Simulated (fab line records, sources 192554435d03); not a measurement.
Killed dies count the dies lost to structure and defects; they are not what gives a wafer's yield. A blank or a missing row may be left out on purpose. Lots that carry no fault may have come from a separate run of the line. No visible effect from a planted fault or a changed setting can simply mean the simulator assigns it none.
The tool behind it: which one?	flow n5 finfet	18 lots with 54 wafers sampled at 6 steps, on a route of 1938 steps

== WHAT THE GAUGES SHOWED, per wafer ==
The record lacks any reading of a measuring or inspecting step that a usual standard deviation could be used to judge.

== EACH LOT AND THE TOOL THAT RAN IT (in order: tool; ch and the chambers of the sampled wafers; start) ==
lot	N5_BEOL_M14_VIA_ETCH_16	N5_BEOL_M15_DESCUM_15	N5_BEOL_M15_STRIP_63	N5_MIM_TOP_DEGAS_04	N5_PASSIVATION_DESCUM_32	N5_PASSIVATION_PASS_ETCH_47
L075	rie diel-05 ch 0,3, day 11 06:08	rie diel-06 ch 0,1,3, day 11 11:40	rie diel-06 ch 0,1,3, day 11 22:16 or earlier	pvd sputter-01, day 11 22:16	rie diel-04 ch 0,1, day 12 03:26	rie diel-05 ch 1,2, day 12 05:47
L074	rie diel-05 ch 1,2,3, day 11 08:38	rie diel-06 ch 0,1,3, day 11 13:28	rie diel-06 ch 0,1,3, day 11 23:11 or earlier	pvd sputter-01, day 11 23:11	rie diel-05 ch 0,2,3, day 12 06:46	rie diel-04 ch 1,2,3, day 12 08:43
L078	rie diel-05 ch 0,2,3, day 11 18:38	rie diel-03 ch 0,1,2, day 12 00:42	rie diel-03 ch 0,1,2, day 12 11:07 or earlier	pvd sputter-01, day 12 11:07	rie diel-05 ch 0,1,2, day 12 15:57	rie diel-05 ch 0,1,2, day 12 18:03
L080	rie diel-04 ch 0,1,2, day 12 02:20	rie diel-06 ch 0,1,3, day 12 09:44	rie diel-06 ch 0,1,3, day 12 18:04 or earlier	pvd sputter-02, day 12 18:04	rie diel-01 ch 2,3, day 12 23:34	rie diel-04 ch 0,1,3, day 13 01:32
L079	rie diel-05 ch 0,1, day 12 07:40	rie diel-03 ch 1,3, day 12 13:52	rie diel-03 ch 1,3, day 12 23:01 or earlier	pvd sputter-03, day 12 23:01	rie diel-01 ch 0,2,3, day 13 04:40	rie diel-04 ch 0,2, day 13 06:26
L081	rie diel-01 ch 0,2,3, day 12 10:28	rie diel-03 ch 1,2, day 12 16:47	rie diel-03 ch 1,2, day 13 06:18 or earlier	pvd sputter-03, day 13 06:18	rie diel-01 ch 0,2,3, day 13 11:25	rie diel-05 ch 1,3, day 13 13:28
L083	rie diel-05 ch 1,2,3, day 13 00:17	rie diel-03 ch 0,3, day 13 06:15	rie diel-03 ch 0,3, day 13 13:58 or earlier	pvd sputter-01, day 13 13:58	rie diel-04 ch 1,2,3, day 13 19:14	rie diel-05 ch 0,1,3, day 13 21:09
L084	rie diel-05 ch 1,2, day 13 02:22	rie diel-06 ch 1,2, day 13 08:41	rie diel-06 ch 1,2, day 13 19:10 or earlier	pvd sputter-01, day 13 19:10	rie diel-05 ch 2,3, day 14 02:49	rie diel-04 ch 1,2, day 14 04:47
L085	rie diel-05 ch 1,2,3, day 13 06:02	rie diel-02 ch 0,1,2, day 13 12:11	rie diel-02 ch 0,1,2, day 14 00:59 or earlier	pvd sputter-02, day 14 00:59	rie diel-05 ch 0,1, day 14 06:59	rie diel-01 ch 0,3, day 14 09:10
L086	rie diel-04 ch 2,3, day 13 12:31	rie diel-02 ch 0,2, day 13 17:01	rie diel-02 ch 0,2, day 14 01:06 or earlier	pvd sputter-02, day 14 01:06	rie diel-04 ch 0,1,2, day 14 07:02	rie diel-05 ch 0,1, day 14 09:03
L089	rie diel-05 ch 0,2,3, day 14 04:58	rie diel-03 ch 1,2,3, day 14 13:15	rie diel-03 ch 1,2,3, day 14 22:35 or earlier	pvd sputter-01, day 14 22:35	rie diel-01 ch 0,1,3, day 15 03:01	rie diel-05 ch 0,1,3, day 15 04:53
L087	rie diel-05 ch 0,1,2, day 14 07:56	rie diel-02 ch 2,3, day 14 13:29	rie diel-02 ch 2,3, day 14 23:16 or earlier	pvd sputter-02, day 14 23:16	rie diel-04 ch 0,1, day 15 05:00	rie diel-01 ch 0,1, day 15 07:03
L088	rie diel-01 ch 0,1,3, day 14 20:59	rie diel-06 ch 2,3, day 15 01:12	rie diel-06 ch 2,3, day 15 09:58 or earlier	pvd sputter-02, day 15 09:58	rie diel-05 ch 2,3, day 15 15:16	rie diel-05 ch 0,2,3, day 15 17:19
L091	rie diel-05 ch 0,2,3, day 15 03:10	rie diel-02 ch 2,3, day 15 07:54	rie diel-02 ch 1,3, day 15 18:23 or earlier	pvd sputter-03, day 15 18:23	rie diel-04 ch 1,2, day 16 00:54	rie diel-05 ch 1,2, day 16 02:51
L093	rie diel-04 ch 1,2,3, day 15 12:23	rie diel-06 ch 1,2,3, day 15 18:02	rie diel-06 ch 1,2,3, day 16 05:35 or earlier	pvd sputter-03, day 16 05:35	rie diel-04 ch 0,2,3, day 16 10:04	rie diel-04 ch 0,2,3, day 16 11:53
L092	rie diel-01 ch 0,1,3, day 15 15:15	rie diel-03 ch 0,2, day 15 21:46	rie diel-03 ch 0,2, day 16 06:23 or earlier	pvd sputter-01, day 16 06:23	rie diel-05 ch 0,1, day 16 13:37	rie diel-04 ch 0,1,2, day 16 15:24
L095	rie diel-05 ch 0,1,3, day 16 00:56	rie diel-03 ch 2,3, day 16 06:10	rie diel-03 ch 2,3, day 16 14:02 or earlier	pvd sputter-03, day 16 14:02	rie diel-05 ch 1,2,3, day 16 18:54	rie diel-01 ch 0,1, day 16 21:13
L094	rie diel-04 ch 1,3, day 16 01:21	rie diel-06 ch 2,3, day 16 08:09	rie diel-06 ch 2,3, day 16 18:53 or earlier	pvd sputter-03, day 16 18:53	rie diel-05 ch 2,3, day 17 01:17	rie diel-04 ch 2,3, day 17 03:41
- N5_BEOL_M14_VIA_ETCH_16: etches SiO2 in C4F8/O2/Ar, target depth 1231.3 nm.
- N5_BEOL_M15_DESCUM_15: chemistry O2, time 7.9 s.
- N5_BEOL_M15_STRIP_63: strips in O2.
- N5_MIM_TOP_DEGAS_04: time 60 s.
- N5_PASSIVATION_DESCUM_32: chemistry O2, time 7.9 s.
- N5_PASSIVATION_PASS_ETCH_47: etches SiNx in CF4/O2, target depth 770 nm, time 385 s.

== WHAT THE TOOLS THEMSELVES READ (means of the sampled wafers that have a number; where no wafer has one, the mark that the record gives instead) ==
N5_BEOL_M14_VIA_ETCH_16. Usual: O2_flow_sccm 12.00 sccm, standard deviation 0.039; chamber pressure mTorr 20.000 mTorr, standard deviation 0.019; drypump motor current A 5.7 A, standard deviation 0.56; oes product au 0.72 a.u., standard deviation 0.063; rf vpp V 2217 V, standard deviation 60; showerhead plenum p Torr 3.38 Torr, standard deviation 0.071; throttle valve pct 31.06 %, standard deviation 0.25.
lot	tool	O2_flow_sccm (sccm)	chamber pressure mTorr (mTorr)	drypump motor current A (A)	oes product au (a.u.)	rf vpp V (V)	showerhead plenum p Torr (Torr)	throttle valve pct (%)	flag
L075	rie diel-05	11.97	19.997	5.0	0.79	2213	3.39	31.17	
L074	rie diel-05	11.97	20.015	5.8	0.73	2219	3.37	31.08	
L078	rie diel-05	12.02	20.003	5.6	0.72	2202	3.38	31.23	
L080	rie diel-04	11.98	19.996	5.6	0.74	2171	3.39	30.76	
L079	rie diel-05	12.01	19.988	5.6	0.75	2260	3.35	31.02	
L081	rie diel-01	12.03	19.999	5.9	0.68	2219	3.52	31.28	
L083	rie diel-05	11.97	19.993	5.8	0.72	2219	3.36	31.09	
L084	rie diel-05	11.98	20.013	6.4	0.66	2210	3.35	31.14	
L085	rie diel-05	12.00	20.017	5.8	0.70	2219	3.36	31.08	
L086	rie diel-04	11.99	19.998	5.8	0.78	2272	3.35	30.73	
L089	rie diel-05	12.00	20.001	5.6	0.70	2201	3.37	31.25	
L087	rie diel-05	12.00	20.013	5.9	0.69	2225	3.35	31.16	
L088	rie diel-01	11.99	20.008	6.0	0.73	2286	3.44	31.29	
L091	rie diel-05	12.03	19.997	5.6	0.69	2200	3.37	31.25	
L093	rie diel-04	12.00	19.998	5.6	0.75	2212	3.39	30.83	
L092	rie diel-01	11.97	19.990	6.0	0.73	2286	3.43	31.29	
L095	rie diel-05	12.00	20.000	5.3	0.72	2235	3.35	31.12	
L094	rie diel-04	12.01	20.007	5.6	0.73	2159	3.44	30.98	

N5_BEOL_M15_DESCUM_15. Usual: chamber pressure mTorr 20.001 mTorr, standard deviation 0.019; drypump motor current A 5.5 A, standard deviation 0.56; o2 flow sccm 225.0 sccm, standard deviation 0.7; oes product au 0.82 a.u., standard deviation 0.091; rf vpp V 243.2 V, standard deviation 1.7; showerhead plenum p Torr 2.10 Torr, standard deviation 0.091; throttle valve pct 20.43 %, standard deviation 0.21.
lot	tool	chamber pressure mTorr (mTorr)	drypump motor current A (A)	o2 flow sccm (sccm)	oes product au (a.u.)	rf vpp V (V)	showerhead plenum p Torr (Torr)	throttle valve pct (%)	flag
L075	rie diel-06	19.999	5.4	225.1	0.75	242.6	2.08	20.51	
L074	rie diel-06	20.006	5.4	225.1	0.76	242.8	2.08	20.51	
L078	rie diel-03	20.005	5.4	225.1	0.78	243.2	2.14	20.40	
L080	rie diel-06	19.998	5.5	225.0	0.75	243.1	2.08	20.52	
L079	rie diel-03	19.994	5.5	225.6	0.90	245.4	2.22	20.19	
L081	rie diel-03	20.017	5.1	224.8	0.83	244.3	2.15	20.33	
L083	rie diel-03	19.994	6.3	225.5	0.88	244.8	2.22	20.27	
L084	rie diel-06	20.001	4.9	224.9	0.90	243.1	2.10	20.30	
L085	rie diel-02	20.000	5.6	224.8	0.82	242.1	2.00	20.61	
L086	rie diel-02	19.991	5.6	225.2	0.76	240.6	1.98	20.58	
L089	rie diel-03	20.013	5.6	225.1	0.85	244.4	2.15	20.35	
L087	rie diel-02	20.003	5.9	224.7	0.86	243.4	2.08	20.23	
L088	rie diel-06	19.997	4.7	224.9	0.84	243.3	2.08	20.46	
L091	rie diel-02	19.998	5.9	226.0	0.85	242.5	2.08	20.25	
L093	rie diel-06	19.996	4.9	224.7	0.81	242.9	2.10	20.38	
L092	rie diel-03	19.995	5.7	225.3	0.70	243.7	2.12	20.53	
L095	rie diel-03	20.000	5.7	225.4	0.83	243.5	2.10	20.53	
L094	rie diel-06	20.009	4.7	224.9	0.82	242.7	2.08	20.49	

N5_BEOL_M15_STRIP_63. Usual: chamber pressure mTorr 30.00 mTorr, standard deviation 0.046; drypump motor current A 5.5 A, standard deviation 0.56; o2 flow sccm 225.0 sccm, standard deviation 0.7; oes product au 0.82 a.u., standard deviation 0.091; rf vpp V 3.6 V, standard deviation 0.71; showerhead plenum p Torr 2.10 Torr, standard deviation 0.092; throttle valve pct 16.67 %, standard deviation 0.23.
lot	tool	chamber pressure mTorr (mTorr)	drypump motor current A (A)	o2 flow sccm (sccm)	oes product au (a.u.)	rf vpp V (V)	showerhead plenum p Torr (Torr)	throttle valve pct (%)	flag
L075	rie diel-06	30.01	5.4	225.8	0.75	4.0	2.08	16.78	
L074	rie diel-06	30.01	5.5	224.9	0.76	3.5	2.08	16.77	
L078	rie diel-03	30.04	5.4	224.9	0.79	3.5	2.14	16.66	
L080	rie diel-06	30.01	5.4	225.4	0.75	3.5	2.08	16.80	
L079	rie diel-03	29.95	5.5	225.0	0.90	4.1	2.22	16.40	
L081	rie diel-03	30.00	5.1	224.5	0.82	3.2	2.15	16.57	
L083	rie diel-03	30.07	6.3	225.2	0.89	3.2	2.22	16.50	
L084	rie diel-06	29.95	4.9	224.2	0.89	3.2	2.10	16.52	
L085	rie diel-02	29.97	5.6	225.0	0.81	3.9	2.01	16.83	
L086	rie diel-02	29.98	5.6	225.1	0.77	3.7	1.99	16.81	
L089	rie diel-03	29.95	5.6	224.9	0.86	3.4	2.16	16.57	
L087	rie diel-02	29.99	5.9	225.8	0.85	3.7	2.09	16.46	
L088	rie diel-06	29.99	4.8	225.7	0.83	3.5	2.08	16.71	
L091	rie diel-02	29.97	5.8	224.1	0.89	3.4	2.10	16.49	
L093	rie diel-06	29.98	5.0	225.0	0.81	3.0	2.10	16.64	
L092	rie diel-03	29.98	5.7	225.5	0.71	3.5	2.12	16.83	
L095	rie diel-03	30.06	5.7	225.5	0.83	3.6	2.10	16.75	
L094	rie diel-06	29.97	4.7	224.6	0.81	4.1	2.08	16.73	

N5_MIM_TOP_DEGAS_04. Usual: heater power w 471 W, standard deviation 48.
lot	tool	heater power w (W)	flag
L075	pvd sputter-01	524	
L074	pvd sputter-01	491	
L078	pvd sputter-01	458	
L080	pvd sputter-02	455	
L079	pvd sputter-03	497	
L081	pvd sputter-03	519	
L083	pvd sputter-01	453	
L084	pvd sputter-01	527	
L085	pvd sputter-02	449	
L086	pvd sputter-02	452	
L089	pvd sputter-01	480	
L087	pvd sputter-02	427	
L088	pvd sputter-02	456	
L091	pvd sputter-03	507	
L093	pvd sputter-03	515	
L092	pvd sputter-01	502	
L095	pvd sputter-03	496	
L094	pvd sputter-03	511	

N5_PASSIVATION_DESCUM_32. Usual: chamber pressure mTorr 20.000 mTorr, standard deviation 0.019; drypump motor current A 5.7 A, standard deviation 0.55; o2 flow sccm 225.0 sccm, standard deviation 0.74; oes product au 0.80 a.u., standard deviation 0.076; rf vpp V 242.6 V, standard deviation 1.1; showerhead plenum p Torr 2.05 Torr, standard deviation 0.043; throttle valve pct 20.48 %, standard deviation 0.18.
lot	tool	chamber pressure mTorr (mTorr)	drypump motor current A (A)	o2 flow sccm (sccm)	oes product au (a.u.)	rf vpp V (V)	showerhead plenum p Torr (Torr)	throttle valve pct (%)	flag
L075	rie diel-04	20.019	5.7	224.5	0.78	242.6	2.04	20.38	
L074	rie diel-05	19.996	5.6	225.5	0.81	242.0	2.03	20.50	
L078	rie diel-05	19.997	5.9	225.1	0.78	242.8	2.04	20.61	
L080	rie diel-01	20.008	5.8	224.7	0.75	243.1	2.10	20.47	
L079	rie diel-01	19.989	5.9	224.4	0.74	243.8	2.11	20.51	
L081	rie diel-01	20.003	5.9	225.9	0.74	243.2	2.11	20.50	
L083	rie diel-04	20.010	5.6	224.4	0.84	241.9	2.07	20.37	
L084	rie diel-05	19.999	6.1	223.8	0.75	243.4	2.03	20.71	
L085	rie diel-05	19.998	5.3	225.3	0.82	242.3	2.02	20.46	
L086	rie diel-04	20.003	5.5	224.6	0.80	242.0	2.05	20.39	
L089	rie diel-01	20.009	6.0	225.1	0.80	243.1	2.08	20.64	
L087	rie diel-04	20.000	5.7	225.3	0.76	242.1	2.03	20.42	
L088	rie diel-05	20.035	6.1	224.3	0.73	241.7	2.03	20.71	
L091	rie diel-04	19.987	5.4	225.3	0.81	243.3	2.10	20.49	
L093	rie diel-04	19.980	5.8	224.0	0.79	241.3	2.02	20.34	
L092	rie diel-05	20.004	5.3	224.8	0.79	242.7	2.02	20.50	
L095	rie diel-05	19.996	5.8	225.9	0.89	241.9	2.03	20.47	
L094	rie diel-05	20.003	5.6	225.2	0.88	242.6	2.03	20.35	

N5_PASSIVATION_PASS_ETCH_47. Usual: O2_flow_sccm 10.00 sccm, standard deviation 0.031; chamber pressure mTorr 40.00 mTorr, standard deviation 0.036; drypump motor current A 5.7 A, standard deviation 0.5; oes product au 0.80 a.u., standard deviation 0.058; rf vpp V 240 V, standard deviation 8.3; showerhead plenum p Torr 2.16 Torr, standard deviation 0.04; throttle valve pct 15.91 %, standard deviation 0.2.
lot	tool	O2_flow_sccm (sccm)	chamber pressure mTorr (mTorr)	drypump motor current A (A)	oes product au (a.u.)	rf vpp V (V)	showerhead plenum p Torr (Torr)	throttle valve pct (%)	flag
L075	rie diel-05	10.01	39.99	6.4	0.74	239	2.16	16.18	
L074	rie diel-04	10.02	40.01	5.6	0.85	239	2.18	15.72	
L078	rie diel-05	9.99	40.00	5.9	0.77	241	2.15	16.00	
L080	rie diel-04	10.00	40.01	5.8	0.81	234	2.17	15.82	
L079	rie diel-04	9.99	39.98	5.5	0.82	240	2.13	15.70	
L081	rie diel-05	10.02	40.03	5.5	0.82	245	2.14	15.86	
L083	rie diel-05	10.02	40.01	5.3	0.82	243	2.15	15.87	
L084	rie diel-04	10.00	40.00	5.4	0.83	237	2.17	15.75	
L085	rie diel-01	10.00	40.02	6.2	0.75	247	2.22	16.15	
L086	rie diel-05	9.98	39.99	5.3	0.80	243	2.14	15.84	
L089	rie diel-05	10.02	39.99	5.3	0.81	243	2.15	15.88	
L087	rie diel-01	9.98	39.96	6.1	0.79	249	2.20	16.09	
L088	rie diel-05	9.97	40.00	5.6	0.77	239	2.15	16.07	
L091	rie diel-05	9.98	40.06	6.4	0.71	240	2.15	16.24	
L093	rie diel-04	9.98	40.00	5.7	0.80	241	2.13	15.77	
L092	rie diel-04	10.01	40.01	5.6	0.78	234	2.15	15.86	
L095	rie diel-01	9.98	40.00	6.0	0.83	250	2.17	16.05	
L094	rie diel-04	10.02	39.96	5.6	0.82	245	2.14	15.70	

== THE ANSWER, worked out from the rows above alone ==
Rule: lot off if the mean of its wafers having a number is beyond 3 standard deviations from the usual mean. A lot without any number at a reading at which 4 lots or more have one is off too. The other lots that the step has rows for count as sound. The gauges are gone through in route order, then the tools' own readings, and for those a lot's mean is taken as printed above. The first step at which some lot is off is used, and at that step the reading that is off furthest; a lot without a number counts as furthest.
None of the lots is off at any reading shown; this tells nothing.

== WHAT WAS PUT IN BY THE SIMULATOR ==
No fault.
